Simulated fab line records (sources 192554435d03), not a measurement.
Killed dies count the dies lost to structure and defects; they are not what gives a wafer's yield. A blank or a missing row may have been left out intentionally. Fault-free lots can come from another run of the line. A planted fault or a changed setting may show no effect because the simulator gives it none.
Matching of chambers / flow n5Finfet / rieDiel-01 running N5_BEOL_M5_STRIP_64: 4 sister chambers
The step strips in CF4. 4 wafers are shown with their chamber, then 6 later ones without.

## EACH WAFER AND ITS CHAMBER
wafer=L700.2; chamber=2; showerheadPlenumPTorr (Torr)=1.75
wafer=L700.5; chamber=0; showerheadPlenumPTorr (Torr)=1.84
wafer=L700.6; chamber=3; showerheadPlenumPTorr (Torr)=1.79
wafer=L711.4; chamber=1; showerheadPlenumPTorr (Torr)=1.84

## WAFERS WITHOUT THEIR CHAMBER
wafer=L711.6; showerheadPlenumPTorr (Torr)=1.74
wafer=L713.2; showerheadPlenumPTorr (Torr)=1.83
wafer=L713.3; showerheadPlenumPTorr (Torr)=1.74
wafer=L713.5; showerheadPlenumPTorr (Torr)=1.84
wafer=L715.5; showerheadPlenumPTorr (Torr)=1.78
wafer=L715.6; showerheadPlenumPTorr (Torr)=1.84

## WHICH CHAMBER EACH ONE RAN IN
wafer=L711.6; from the rows above=2; in truth=2
wafer=L713.2; from the rows above=can't be placed: 0 or 1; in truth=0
wafer=L713.3; from the rows above=2; in truth=2
wafer=L713.5; from the rows above=can't be placed: 0 or 1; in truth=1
wafer=L715.5; from the rows above=3; in truth=3
wafer=L715.6; from the rows above=can't be placed: 0 or 1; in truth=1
Correct placement for 3 of the 6. Unplaceable from these rows: 3, with the true chamber sitting among the candidates in 3. Wrongly placed: 0.
How it was worked out, from the rows above alone: a wafer's distance from a chamber is the root of the sum, over the readings, of the square of ((its reading less the chamber's mean) divided by the reading's scatter). If the next closest chamber is less than 2 further off than the closest, the wafer can't be placed; otherwise it belongs to the closest. The mean given for a chamber averages the wafers shown for that chamber. The scatter: with one shown wafer a chamber, the root of the mean of the squares of how far each hidden wafer lies from its nearest shown one.
